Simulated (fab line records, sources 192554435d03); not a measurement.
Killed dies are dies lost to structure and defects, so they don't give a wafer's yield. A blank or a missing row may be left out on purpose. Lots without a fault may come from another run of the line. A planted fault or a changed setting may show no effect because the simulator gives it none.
Which tool did it? | flow n5_finfet | 10 lots, 28 wafers sampled, at 5 steps of a route of 1938

WHAT THE GAUGES READ, wafer by wafer
N5_BEOL_M4_RC_MEAS_101.
lot  | measured     | on        | DIBL_N (mV/V)  | DIBL_P (mV/V)  | IOFF_N (nA/um)    | IOFF_P (nA/um)    | ION_N (uA/um) | ION_P (uA/um) | SS_N (mV/dec)  | SS_P (mV/dec)  | VT_N (mV)         | VT_P (mV)
L846 | day 8 23:34  | prober-01 | 34.6 34.2 36.5 | 33.6 32.9 36.7 | 0.135 0.121 0.167 | 0.161 0.154 0.203 | 666 663 674   | 450 452 462   | 72.3 71.7 72.4 | 72.7 73.2 73.9 | 252.2 251.1 250.2 | -252.7 -256.1 -251.2
L848 | day 9 18:59  | prober-01 | 35.4 35.3 35.5 | 37.2 36.7 36.8 | 0.147 0.145 0.142 | 0.184 0.182 0.176 | 676 670 670   | 449 456 454   | 71.5 71.5 72.1 | 72.9 73.2 73.9 | 252.4 252.5 255.6 | -253.0 -253.3 -251.6
L849 | day 10 00:52 | prober-01 | 37.5 37.3 39.3 | 36.8 36.6 38.2 | 0.145 0.143 0.168 | 0.188 0.180 0.201 | 653 662 665   | 450 453 455   | 71.6 71.6 72.5 | 73.6 73.6 73.5 | 254.1 252.0 250.0 | -254.0 -252.6 -252.0
L851 | day 10 05:20 | prober-01 | 37.9 37.2 36.4 | 36.3 37.1 35.5 | 0.179 0.172 0.152 | 0.211 0.231 0.203 | 692 684 677   | 467 469 462   | 71.9 71.8 72.2 | 73.8 73.4 73.8 | 249.8 250.0 251.3 | -250.3 -247.6 -250.0
L854 | day 11 07:54 | prober-02 | 36.4 34.4      | 35.8 33.7      | 0.157 0.129       | 0.224 0.191       | 671 661       | 462 461       | 71.4 71.1      | 72.4 72.8      | 251.7 250.5       | -247.5 -251.9
L855 | day 12 03:02 | prober-01 | 38.0 36.6      | 37.0 35.8      | 0.192 0.168       | 0.258 0.246       | 691 677       | 472 471       | 71.4 71.3      | 73.5 73.0      | 246.1 247.9       | -245.2 -244.0
L863 | day 15 02:28 | prober-02 | 36.9 39.5 38.2 | 37.5 40.0 38.9 | 0.162 0.206 0.186 | 0.215 0.265 0.236 | 668 685 674   | 463 464 457   | 71.9 71.7 71.6 | 73.5 74.6 74.7 | 250.5 248.3 249.9 | -248.9 -246.1 -248.1
L864 | day 15 02:38 | prober-01 | 38.0 35.9 35.7 | 38.8 35.7 35.6 | 0.173 0.131 0.134 | 0.213 0.184 0.183 | 667 659 650   | 454 449 449   | 71.4 70.8 71.6 | 73.9 73.0 72.8 | 249.4 253.3 253.9 | -251.8 -254.3 -253.9
L868 | day 15 20:00 | prober-01 | 33.8 35.6 36.2 | 35.9 36.3 37.2 | 0.157 0.190 0.183 | 0.187 0.194 0.204 | 675 668 668   | 459 452 452   | 70.8 71.2 71.7 | 73.3 73.7 74.0 | 248.4 248.9 250.5 | -252.7 -254.3 -252.4
L867 | day 16 03:17 | prober-02 | 35.3 34.8 34.6 | 36.4 34.8 35.8 | 0.154 0.143 0.151 | 0.208 0.183 0.206 | 679 683 691   | 472 466 466   | 71.6 70.8 71.3 | 72.7 72.7 72.1 | 247.8 248.7 250.1 | -249.9 -250.5 -247.9

WHICH TOOL RAN EACH LOT (tool, then ch and the chambers of the sampled wafers, then the start)
lot  | N5_BEOL_M3_SPUTTER_86        | N5_BEOL_M3_SPUTTER_92        | N5_BEOL_M3_CO_CAP_55             | N5_BEOL_M4_ILD_DEP_00
L846 | pvd_sputter-03, day 8 09:24  | pvd_sputter-03, day 8 10:04  | cvd_co-01 ch 0,1,2, day 8 11:22  | pecvd-04 ch 0,1,2, day 8 11:37
L848 | pvd_sputter-01, day 8 23:19  | pvd_sputter-01, day 8 23:58  | cvd_co-02 ch 0,1,2, day 9 01:19  | pecvd-04 ch 0,1,2, day 9 01:32
L849 | pvd_sputter-02, day 9 08:45  | pvd_sputter-02, day 9 09:25  | cvd_co-02 ch 0,2, day 9 10:48    | pecvd-04 ch 0,1, day 9 11:02
L851 | pvd_sputter-02, day 9 18:42  | pvd_sputter-02, day 9 19:22  | cvd_co-02 ch 0,1,2, day 9 20:40  | pecvd-02 ch 0,2, day 9 20:55
L854 | pvd_sputter-01, day 10 11:15 | pvd_sputter-01, day 10 11:55 | cvd_co-02 ch 0,2, day 10 13:13   | pecvd-03 ch 1,2, day 10 13:29
L855 | pvd_sputter-03, day 10 23:40 | pvd_sputter-03, day 11 00:19 | cvd_co-02 ch 0,1, day 11 01:40   | pecvd-03 ch 1,2, day 11 01:53
L863 | pvd_sputter-01, day 13 16:26 | pvd_sputter-01, day 13 17:06 | cvd_co-01 ch 0,1, day 13 18:44   | pecvd-04 ch 0,1,2, day 13 18:59
L864 | pvd_sputter-03, day 13 21:13 | pvd_sputter-03, day 13 21:52 | cvd_co-01 ch 0,2, day 13 23:11   | pecvd-04 ch 0,1, day 13 23:25
L868 | pvd_sputter-02, day 14 05:56 | pvd_sputter-02, day 14 06:36 | cvd_co-01 ch 0,1,2, day 14 08:46 | pecvd-03 ch 0,2, day 14 09:02
L867 | pvd_sputter-01, day 14 11:01 | pvd_sputter-01, day 14 11:41 | cvd_co-01 ch 0,1,2, day 14 13:00 | pecvd-04 ch 0,2, day 14 13:15
- N5_BEOL_M3_SPUTTER_86: material Cu, target thk 4.5 nm, time 8.29 s.
- N5_BEOL_M3_SPUTTER_92: material Cu, target thk 4.5 nm, time 8.29 s.
- N5_BEOL_M3_CO_CAP_55: material Co, precursor CCTBA/H2, target thk 2 nm, time 102.1 s.
- N5_BEOL_M4_ILD_DEP_00: deposits SiOC from DEMS/O2, target thk 79 nm, time 15.3 s.

WHAT THE TOOLS THEMSELVES READ (means of the sampled wafers that have a number; where no wafer has one, the mark that the record gives instead)
N5_BEOL_M3_SPUTTER_86.
lot  | tool           | throttle_valve_pct (%)
L846 | pvd_sputter-03 | 31.4
L848 | pvd_sputter-01 | 30.6
L849 | pvd_sputter-02 | 29.5
L851 | pvd_sputter-02 | 30.3
L854 | pvd_sputter-01 | 29.0
L855 | pvd_sputter-03 | 30.1
L863 | pvd_sputter-01 | 28.8
L864 | pvd_sputter-03 | 30.6
L868 | pvd_sputter-02 | 30.3
L867 | pvd_sputter-01 | 29.1

N5_BEOL_M3_SPUTTER_92.
lot  | tool           | throttle_valve_pct (%)
L846 | pvd_sputter-03 | 31.5
L848 | pvd_sputter-01 | 30.6
L849 | pvd_sputter-02 | 29.2
L851 | pvd_sputter-02 | 30.4
L854 | pvd_sputter-01 | 29.1
L855 | pvd_sputter-03 | 30.1
L863 | pvd_sputter-01 | 28.9
L864 | pvd_sputter-03 | 30.5
L868 | pvd_sputter-02 | 30.5
L867 | pvd_sputter-01 | 29.2

N5_BEOL_M3_CO_CAP_55.
lot  | tool      | heater_power_w (W) | run_length_s (s)
L846 | cvd_co-01 | 228                | 125.1
L848 | cvd_co-02 | 257                | 124.8
L849 | cvd_co-02 | 276                | 124.5
L851 | cvd_co-02 | 256                | 124.6
L854 | cvd_co-02 | 262                | 104.9
L855 | cvd_co-02 | 264                | 85.2
L863 | cvd_co-01 | 227                | 124.7
L864 | cvd_co-01 | 220                | 124.9
L868 | cvd_co-01 | 225                | 124.9
L867 | cvd_co-01 | 234                | 125.0

N5_BEOL_M4_ILD_DEP_00.
lot  | tool     | heater_power_w (W) | showerhead_plenum_p_Torr (Torr) | showerhead_vpp_V (V) | throttle_valve_pct (%)
L846 | pecvd-04 | 481                | 5.708                           | 1324                 | 12.2
L848 | pecvd-04 | 478                | 5.706                           | 1316                 | 12.1
L849 | pecvd-04 | 475                | 5.712                           | 1343                 | 12.0
L851 | pecvd-02 | 403                | 5.693                           | 1312                 | 12.5
L854 | pecvd-03 | 516                | 5.695                           | 1386                 | 11.6
L855 | pecvd-03 | 559                | 5.689                           | 1390                 | 11.6
L863 | pecvd-04 | 463                | 5.711                           | 1304                 | 11.8
L864 | pecvd-04 | 528                | 5.704                           | 1334                 | 11.6
L868 | pecvd-03 | 486                | 5.690                           | 1418                 | 12.0
L867 | pecvd-04 | 419                | 5.696                           | 1333                 | 12.4

THE ANSWER, worked out from the rows above alone
Rule: what is usual is taken from the lots themselves. Put in order of their means at a reading, lots are off if they are a third of the lots or fewer, leave a main group of 4 or more, and stand apart from it by a gap of 3 or more times the standard deviation of the main group's means; of several such gaps the widest counts. A main group whose means are all the same, to the digits that the tables above print for the reading, isn't used. A lot without any number at a reading at which 4 lots or more have one is off too. The other lots that the step has rows for count as sound. The gauges are gone through in route order, then the tools' own readings, and for those a lot's mean is taken as printed above. The first step at which some lot is off is used, and at that step the reading that is off furthest; a lot without a number counts as furthest.
Off: L854, L855, at N5_BEOL_M3_CO_CAP_55 (run_length_s). The main group: mean 124.8 s, standard deviation 0.19.
A tool fits if, at that step or a process step before it, it ran every lot that is off, and no sound lot after the first of them. One fits: cvd_co-02 at N5_BEOL_M3_CO_CAP_55. Its last sound lot is L851 (day 9 20:40), its first lot that is off L854 (day 10 13:13): a fault that began between those two fits.
The tool's own readings at N5_BEOL_M3_CO_CAP_55 bear it out: on the lots that are off they differ by more than 5 times the standard deviation of the sound lots' means. run_length_s reads 95.1 s there against 124.8 s on the sound lots.

WHAT THE SIMULATOR HAD PUT IN
Process parameter drift: cvd_co-02, from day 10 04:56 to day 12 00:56, at N5_BEOL_M3_CO_CAP_55. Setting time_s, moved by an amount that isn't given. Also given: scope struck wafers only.
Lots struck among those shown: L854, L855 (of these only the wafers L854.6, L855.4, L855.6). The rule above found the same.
